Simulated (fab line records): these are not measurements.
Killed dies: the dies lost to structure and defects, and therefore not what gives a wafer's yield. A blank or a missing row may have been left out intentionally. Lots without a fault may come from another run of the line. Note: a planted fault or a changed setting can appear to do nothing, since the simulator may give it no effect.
Which tool did it? || flow nand-harc || 42 wafers from 14 lots sampled at 5 of the route's 1302 steps

## WHAT THE GAUGES READ, wafer by wafer
NHARC_P_M2_CD_MEAS_09 targets a cd of 170 nm. Usual: 170.1 nm for cd-nm, sd 0.6.
{"lot": "L867", "measured": "day 6 14:41", "on": "cd-sem-02", "cd-nm (nm)": "170.4 168.7 170.1", "flag": ""}
{"lot": "L872", "measured": "day 8 07:44", "on": "cd-sem-01", "cd-nm (nm)": "171.3 170.7 170.4", "flag": ""}
{"lot": "L871", "measured": "day 8 08:11", "on": "cd-sem-03", "cd-nm (nm)": "170.3 170.8 170.1", "flag": ""}
{"lot": "L873", "measured": "day 9 05:49", "on": "cd-sem-01", "cd-nm (nm)": "170.5 170.8 170.3", "flag": ""}
{"lot": "L875", "measured": "day 9 16:19", "on": "cd-sem-01", "cd-nm (nm)": "169.6 170.4 169.5", "flag": ""}
{"lot": "L876", "measured": "day 10 02:53", "on": "cd-sem-01", "cd-nm (nm)": "171.0 170.5 170.9", "flag": ""}
{"lot": "L878", "measured": "day 11 03:48", "on": "cd-sem-01", "cd-nm (nm)": "122.7 170.7 170.1", "flag": "OFF"}
{"lot": "L879", "measured": "day 11 08:52", "on": "cd-sem-01", "cd-nm (nm)": "170.6 122.7 170.0", "flag": "OFF"}
{"lot": "L885", "measured": "day 14 04:02", "on": "cd-sem-01", "cd-nm (nm)": "169.8 169.7 170.0", "flag": ""}
{"lot": "L886", "measured": "day 14 05:31", "on": "cd-sem-03", "cd-nm (nm)": "169.5 169.5 169.8", "flag": ""}
{"lot": "L887", "measured": "day 14 16:01", "on": "cd-sem-02", "cd-nm (nm)": "169.3 168.8 170.0", "flag": ""}
{"lot": "L889", "measured": "day 15 07:23", "on": "cd-sem-01", "cd-nm (nm)": "168.4 169.7 170.0", "flag": ""}
{"lot": "L888", "measured": "day 15 08:29", "on": "cd-sem-02", "cd-nm (nm)": "168.8 169.9 169.7", "flag": ""}
{"lot": "L890", "measured": "day 15 20:13", "on": "cd-sem-02", "cd-nm (nm)": "169.4 170.4 170.6", "flag": ""}

## TOOL THAT RAN EACH LOT (tool first, then ch and the chambers of the sampled wafers, then the start)
{"lot": "L867", "NHARC_P_M1_STRIP_18": "rie-diel-03 ch 0,2,3, day 6 10:19", "NHARC_P_M1_PVD_21": "pvd-sputter-01, day 6 12:34 or earlier", "NHARC_P_M1_PRE_CLEAN_32": "pecvd-02 ch 2, day 6 12:34", "NHARC_P_M2_PEB_07": "litho-track-01 ch 0, day 6 14:37"}
{"lot": "L872", "NHARC_P_M1_STRIP_18": "rie-diel-07 ch 0,1, day 8 04:16", "NHARC_P_M1_PVD_21": "pvd-sputter-02, day 8 06:31 or earlier", "NHARC_P_M1_PRE_CLEAN_32": "pecvd-01 ch 0,1, day 8 06:31", "NHARC_P_M2_PEB_07": "litho-track-04 ch 0, day 8 07:40"}
{"lot": "L871", "NHARC_P_M1_STRIP_18": "rie-diel-12 ch 0,1,3, day 8 04:41", "NHARC_P_M1_PVD_21": "pvd-sputter-01, day 8 06:53 or earlier", "NHARC_P_M1_PRE_CLEAN_32": "pecvd-02 ch 0,1, day 8 06:53", "NHARC_P_M2_PEB_07": "litho-track-04 ch 0, day 8 08:07"}
{"lot": "L873", "NHARC_P_M1_STRIP_18": "rie-diel-12 ch 0,3, day 9 02:11", "NHARC_P_M1_PVD_21": "pvd-sputter-01, day 9 04:31 or earlier", "NHARC_P_M1_PRE_CLEAN_32": "pecvd-02 ch 0,1,2, day 9 04:31", "NHARC_P_M2_PEB_07": "litho-track-04 ch 0, day 9 05:44"}
{"lot": "L875", "NHARC_P_M1_STRIP_18": "rie-diel-07 ch 1,2, day 9 12:43", "NHARC_P_M1_PVD_21": "pvd-sputter-02, day 9 14:59 or earlier", "NHARC_P_M1_PRE_CLEAN_32": "pecvd-01 ch 0,2, day 9 14:59", "NHARC_P_M2_PEB_07": "litho-track-06 ch 0, day 9 16:14"}
{"lot": "L876", "NHARC_P_M1_STRIP_18": "rie-diel-12 ch 0,1, day 9 23:20", "NHARC_P_M1_PVD_21": "pvd-sputter-01, day 10 01:42 or earlier", "NHARC_P_M1_PRE_CLEAN_32": "pecvd-03 ch 0,1,2, day 10 01:42", "NHARC_P_M2_PEB_07": "litho-track-04 ch 0, day 10 02:48"}
{"lot": "L878", "NHARC_P_M1_STRIP_18": "rie-diel-03 ch 0,1,3, day 11 00:16", "NHARC_P_M1_PVD_21": "pvd-sputter-02, day 11 02:38 or earlier", "NHARC_P_M1_PRE_CLEAN_32": "pecvd-01 ch 1,2, day 11 02:38", "NHARC_P_M2_PEB_07": "litho-track-04 ch 0, day 11 03:43"}
{"lot": "L879", "NHARC_P_M1_STRIP_18": "rie-diel-12 ch 0,1,3, day 11 05:24", "NHARC_P_M1_PVD_21": "pvd-sputter-03, day 11 07:40 or earlier", "NHARC_P_M1_PRE_CLEAN_32": "pecvd-01 ch 1,2, day 11 07:40", "NHARC_P_M2_PEB_07": "litho-track-04 ch 0, day 11 08:47"}
{"lot": "L885", "NHARC_P_M1_STRIP_18": "rie-diel-03 ch 1,2,3, day 14 00:34", "NHARC_P_M1_PVD_21": "pvd-sputter-01, day 14 02:50 or earlier", "NHARC_P_M1_PRE_CLEAN_32": "pecvd-03 ch 0,1,2, day 14 02:50", "NHARC_P_M2_PEB_07": "litho-track-01 ch 0, day 14 03:58"}
{"lot": "L886", "NHARC_P_M1_STRIP_18": "rie-diel-07 ch 1,2, day 14 01:56", "NHARC_P_M1_PVD_21": "pvd-sputter-03, day 14 04:13 or earlier", "NHARC_P_M1_PRE_CLEAN_32": "pecvd-02 ch 0,1,2, day 14 04:13", "NHARC_P_M2_PEB_07": "litho-track-06 ch 0, day 14 05:26"}
{"lot": "L887", "NHARC_P_M1_STRIP_18": "rie-diel-12 ch 2,3, day 14 12:24", "NHARC_P_M1_PVD_21": "pvd-sputter-03, day 14 14:40 or earlier", "NHARC_P_M1_PRE_CLEAN_32": "pecvd-03 ch 0,1,2, day 14 14:40", "NHARC_P_M2_PEB_07": "litho-track-01 ch 0, day 14 15:56"}
{"lot": "L889", "NHARC_P_M1_STRIP_18": "rie-diel-12 ch 1,3, day 15 03:55", "NHARC_P_M1_PVD_21": "pvd-sputter-03, day 15 06:11 or earlier", "NHARC_P_M1_PRE_CLEAN_32": "pecvd-02 ch 0,1,2, day 15 06:11", "NHARC_P_M2_PEB_07": "litho-track-01 ch 0, day 15 07:18"}
{"lot": "L888", "NHARC_P_M1_STRIP_18": "rie-diel-03 ch 0,2,3, day 15 04:53", "NHARC_P_M1_PVD_21": "pvd-sputter-01, day 15 07:10 or earlier", "NHARC_P_M1_PRE_CLEAN_32": "pecvd-01 ch 0,2, day 15 07:10", "NHARC_P_M2_PEB_07": "litho-track-06 ch 0, day 15 08:25"}
{"lot": "L890", "NHARC_P_M1_STRIP_18": "rie-diel-03 ch 1,2, day 15 16:39", "NHARC_P_M1_PVD_21": "pvd-sputter-01, day 15 18:54 or earlier", "NHARC_P_M1_PRE_CLEAN_32": "pecvd-02 ch 0,1, day 15 18:54", "NHARC_P_M2_PEB_07": "litho-track-04 ch 0, day 15 20:07"}
- NHARC_P_M1_STRIP_18: strips in N2/H2.
- NHARC_P_M1_PVD_21: deposits Cu, target thk 30 nm, time 20.49 s.
- NHARC_P_M1_PRE_CLEAN_32: time 12 s.
- NHARC_P_M2_PEB_07: peb time 65 s.

## AS READ BY THE TOOLS THEMSELVES (means over the sampled wafers that have a number; for cases with no such wafer, the mark the record gives instead)
NHARC_P_M1_STRIP_18. Usual: drypump-motor-current-A 5.6 A, standard deviation 0.41; oes-product-au 1.004 a.u., standard deviation 0.011; rf-vpp-V 90.5 V, standard deviation 1; showerhead-plenum-p-Torr 2.04 Torr, standard deviation 0.092; throttle-valve-pct 14.172 %, standard deviation 0.01.
{"lot": "L867", "tool": "rie-diel-03", "drypump-motor-current-A (A)": 5.8, "oes-product-au (a.u.)": 1.019, "rf-vpp-V (V)": 90.9, "showerhead-plenum-p-Torr (Torr)": 2.05, "throttle-valve-pct (%)": 14.178, "flag": ""}
{"lot": "L872", "tool": "rie-diel-07", "drypump-motor-current-A (A)": 5.5, "oes-product-au (a.u.)": 1.006, "rf-vpp-V (V)": 90.0, "showerhead-plenum-p-Torr (Torr)": 2.06, "throttle-valve-pct (%)": 14.168, "flag": ""}
{"lot": "L871", "tool": "rie-diel-12", "drypump-motor-current-A (A)": 5.3, "oes-product-au (a.u.)": 0.999, "rf-vpp-V (V)": 90.1, "showerhead-plenum-p-Torr (Torr)": 2.12, "throttle-valve-pct (%)": 14.170, "flag": ""}
{"lot": "L873", "tool": "rie-diel-12", "drypump-motor-current-A (A)": 5.4, "oes-product-au (a.u.)": 0.988, "rf-vpp-V (V)": 91.4, "showerhead-plenum-p-Torr (Torr)": 2.16, "throttle-valve-pct (%)": 14.177, "flag": ""}
{"lot": "L875", "tool": "rie-diel-07", "drypump-motor-current-A (A)": 5.6, "oes-product-au (a.u.)": 1.004, "rf-vpp-V (V)": 90.1, "showerhead-plenum-p-Torr (Torr)": 2.04, "throttle-valve-pct (%)": 14.188, "flag": ""}
{"lot": "L876", "tool": "rie-diel-12", "drypump-motor-current-A (A)": 5.2, "oes-product-au (a.u.)": 0.998, "rf-vpp-V (V)": 90.6, "showerhead-plenum-p-Torr (Torr)": 2.08, "throttle-valve-pct (%)": 14.170, "flag": ""}
{"lot": "L878", "tool": "rie-diel-03", "drypump-motor-current-A (A)": 5.8, "oes-product-au (a.u.)": 1.006, "rf-vpp-V (V)": 89.6, "showerhead-plenum-p-Torr (Torr)": 2.06, "throttle-valve-pct (%)": 14.178, "flag": ""}
{"lot": "L879", "tool": "rie-diel-12", "drypump-motor-current-A (A)": 5.3, "oes-product-au (a.u.)": 1.000, "rf-vpp-V (V)": 90.9, "showerhead-plenum-p-Torr (Torr)": 2.12, "throttle-valve-pct (%)": 14.172, "flag": ""}
{"lot": "L885", "tool": "rie-diel-03", "drypump-motor-current-A (A)": 6.0, "oes-product-au (a.u.)": 1.003, "rf-vpp-V (V)": 90.3, "showerhead-plenum-p-Torr (Torr)": 2.01, "throttle-valve-pct (%)": 14.171, "flag": ""}
{"lot": "L886", "tool": "rie-diel-07", "drypump-motor-current-A (A)": 5.9, "oes-product-au (a.u.)": 0.993, "rf-vpp-V (V)": 90.9, "showerhead-plenum-p-Torr (Torr)": 2.18, "throttle-valve-pct (%)": 14.166, "flag": ""}
{"lot": "L887", "tool": "rie-diel-12", "drypump-motor-current-A (A)": 5.2, "oes-product-au (a.u.)": 1.009, "rf-vpp-V (V)": 90.9, "showerhead-plenum-p-Torr (Torr)": 2.03, "throttle-valve-pct (%)": 14.174, "flag": ""}
{"lot": "L889", "tool": "rie-diel-12", "drypump-motor-current-A (A)": 5.4, "oes-product-au (a.u.)": 0.991, "rf-vpp-V (V)": 90.9, "showerhead-plenum-p-Torr (Torr)": 2.16, "throttle-valve-pct (%)": 14.169, "flag": ""}
{"lot": "L888", "tool": "rie-diel-03", "drypump-motor-current-A (A)": 5.9, "oes-product-au (a.u.)": 1.002, "rf-vpp-V (V)": 91.3, "showerhead-plenum-p-Torr (Torr)": 2.05, "throttle-valve-pct (%)": 14.171, "flag": ""}
{"lot": "L890", "tool": "rie-diel-03", "drypump-motor-current-A (A)": 6.2, "oes-product-au (a.u.)": 0.999, "rf-vpp-V (V)": 90.3, "showerhead-plenum-p-Torr (Torr)": 1.97, "throttle-valve-pct (%)": 14.164, "flag": ""}

NHARC_P_M1_PVD_21. Usual: substrate-temp-c 30.00 C, standard deviation 0.11; throttle-valve-pct 29.8 %, standard deviation 1.5.
{"lot": "L867", "tool": "pvd-sputter-01", "substrate-temp-c (C)": 29.96, "throttle-valve-pct (%)": 30.9, "flag": ""}
{"lot": "L872", "tool": "pvd-sputter-02", "substrate-temp-c (C)": 29.91, "throttle-valve-pct (%)": 28.9, "flag": ""}
{"lot": "L871", "tool": "pvd-sputter-01", "substrate-temp-c (C)": 30.07, "throttle-valve-pct (%)": 29.9, "flag": ""}
{"lot": "L873", "tool": "pvd-sputter-01", "substrate-temp-c (C)": 30.00, "throttle-valve-pct (%)": 31.8, "flag": ""}
{"lot": "L875", "tool": "pvd-sputter-02", "substrate-temp-c (C)": 30.08, "throttle-valve-pct (%)": 29.0, "flag": ""}
{"lot": "L876", "tool": "pvd-sputter-01", "substrate-temp-c (C)": 29.89, "throttle-valve-pct (%)": 31.0, "flag": ""}
{"lot": "L878", "tool": "pvd-sputter-02", "substrate-temp-c (C)": 30.07, "throttle-valve-pct (%)": 28.3, "flag": ""}
{"lot": "L879", "tool": "pvd-sputter-03", "substrate-temp-c (C)": 29.95, "throttle-valve-pct (%)": 30.4, "flag": ""}
{"lot": "L885", "tool": "pvd-sputter-01", "substrate-temp-c (C)": 29.96, "throttle-valve-pct (%)": 30.5, "flag": ""}
{"lot": "L886", "tool": "pvd-sputter-03", "substrate-temp-c (C)": 29.93, "throttle-valve-pct (%)": 29.8, "flag": ""}
{"lot": "L887", "tool": "pvd-sputter-03", "substrate-temp-c (C)": 30.03, "throttle-valve-pct (%)": 29.8, "flag": ""}
{"lot": "L889", "tool": "pvd-sputter-03", "substrate-temp-c (C)": 30.04, "throttle-valve-pct (%)": 29.7, "flag": ""}
{"lot": "L888", "tool": "pvd-sputter-01", "substrate-temp-c (C)": 29.97, "throttle-valve-pct (%)": 30.1, "flag": ""}
{"lot": "L890", "tool": "pvd-sputter-01", "substrate-temp-c (C)": 30.00, "throttle-valve-pct (%)": 30.6, "flag": ""}

NHARC_P_M1_PRE_CLEAN_32. Usual: heater-power-outer-w 352 W, standard deviation 48; heater-power-w 599 W, standard deviation 59.
{"lot": "L867", "tool": "pecvd-02", "heater-power-outer-w (W)": 376, "heater-power-w (W)": 626, "flag": ""}
{"lot": "L872", "tool": "pecvd-01", "heater-power-outer-w (W)": 400, "heater-power-w (W)": 638, "flag": ""}
{"lot": "L871", "tool": "pecvd-02", "heater-power-outer-w (W)": 426, "heater-power-w (W)": 653, "flag": ""}
{"lot": "L873", "tool": "pecvd-02", "heater-power-outer-w (W)": 406, "heater-power-w (W)": 658, "flag": ""}
{"lot": "L875", "tool": "pecvd-01", "heater-power-outer-w (W)": 330, "heater-power-w (W)": 571, "flag": ""}
{"lot": "L876", "tool": "pecvd-03", "heater-power-outer-w (W)": 346, "heater-power-w (W)": 613, "flag": ""}
{"lot": "L878", "tool": "pecvd-01", "heater-power-outer-w (W)": 334, "heater-power-w (W)": 548, "flag": ""}
{"lot": "L879", "tool": "pecvd-01", "heater-power-outer-w (W)": 342, "heater-power-w (W)": 565, "flag": ""}
{"lot": "L885", "tool": "pecvd-03", "heater-power-outer-w (W)": 322, "heater-power-w (W)": 570, "flag": ""}
{"lot": "L886", "tool": "pecvd-02", "heater-power-outer-w (W)": 386, "heater-power-w (W)": 634, "flag": ""}
{"lot": "L887", "tool": "pecvd-03", "heater-power-outer-w (W)": 317, "heater-power-w (W)": 588, "flag": ""}
{"lot": "L889", "tool": "pecvd-02", "heater-power-outer-w (W)": 399, "heater-power-w (W)": 639, "flag": ""}
{"lot": "L888", "tool": "pecvd-01", "heater-power-outer-w (W)": 353, "heater-power-w (W)": 601, "flag": ""}
{"lot": "L890", "tool": "pecvd-02", "heater-power-outer-w (W)": 402, "heater-power-w (W)": 637, "flag": ""}

NHARC_P_M2_PEB_07. Usual: chill-plate-temp-C 23.00 C, standard deviation 0.1; heater-power-total-W 156.6 W, standard deviation 0.42.
{"lot": "L867", "tool": "litho-track-01", "chill-plate-temp-C (C)": 23.11, "heater-power-total-W (W)": 156.2, "flag": ""}
{"lot": "L872", "tool": "litho-track-04", "chill-plate-temp-C (C)": 22.89, "heater-power-total-W (W)": 156.8, "flag": ""}
{"lot": "L871", "tool": "litho-track-04", "chill-plate-temp-C (C)": 22.89, "heater-power-total-W (W)": 156.9, "flag": ""}
{"lot": "L873", "tool": "litho-track-04", "chill-plate-temp-C (C)": 23.05, "heater-power-total-W (W)": 156.4, "flag": ""}
{"lot": "L875", "tool": "litho-track-06", "chill-plate-temp-C (C)": 23.00, "heater-power-total-W (W)": 157.0, "flag": ""}
{"lot": "L876", "tool": "litho-track-04", "chill-plate-temp-C (C)": 22.97, "heater-power-total-W (W)": 156.7, "flag": ""}
{"lot": "L878", "tool": "litho-track-04", "chill-plate-temp-C (C)": 23.05, "heater-power-total-W (W)": 203.1, "flag": "OFF"}
{"lot": "L879", "tool": "litho-track-04", "chill-plate-temp-C (C)": 22.87, "heater-power-total-W (W)": 203.5, "flag": "OFF"}
{"lot": "L885", "tool": "litho-track-01", "chill-plate-temp-C (C)": 22.93, "heater-power-total-W (W)": 156.1, "flag": ""}
{"lot": "L886", "tool": "litho-track-06", "chill-plate-temp-C (C)": 23.04, "heater-power-total-W (W)": 156.4, "flag": ""}
{"lot": "L887", "tool": "litho-track-01", "chill-plate-temp-C (C)": 23.00, "heater-power-total-W (W)": 156.7, "flag": ""}
{"lot": "L889", "tool": "litho-track-01", "chill-plate-temp-C (C)": 22.92, "heater-power-total-W (W)": 156.5, "flag": ""}
{"lot": "L888", "tool": "litho-track-06", "chill-plate-temp-C (C)": 23.14, "heater-power-total-W (W)": 156.6, "flag": ""}
{"lot": "L890", "tool": "litho-track-04", "chill-plate-temp-C (C)": 22.85, "heater-power-total-W (W)": 156.9, "flag": ""}

## THE ANSWER, worked out from the rows above alone
Rule: a lot is off if the mean of its wafers that have a number lies more than 3 standard deviations from the usual mean. A lot without any number at a reading at which 4 lots or more have one is off too. Any other lot the step has rows for is counted as sound. After the gauges, taken in route order, come the tools' own readings; for these a lot's mean is taken, as printed above. The first step at which some lot is off is used, and at that step the reading that is off furthest; a lot without a number counts as furthest.
Off, at NHARC_P_M2_CD_MEAS_09 on cd-nm: L878, L879.
A tool fits if, at a process step before that reading, it ran every lot that is off, and no sound lot after the first of them. Not tried: the gauges at NHARC_P_M2_CD_MEAS_09; whatever is off there is also off at NHARC_P_M2_PEB_07, on other tools, and gauge error can't account for it. With no start given for some of its lots, NHARC_P_M1_PVD_21 uses the hours and lot order of NHARC_P_M1_PRE_CLEAN_32. Of those tried, none fits.

## WHAT WAS PUT IN BY THE SIMULATOR
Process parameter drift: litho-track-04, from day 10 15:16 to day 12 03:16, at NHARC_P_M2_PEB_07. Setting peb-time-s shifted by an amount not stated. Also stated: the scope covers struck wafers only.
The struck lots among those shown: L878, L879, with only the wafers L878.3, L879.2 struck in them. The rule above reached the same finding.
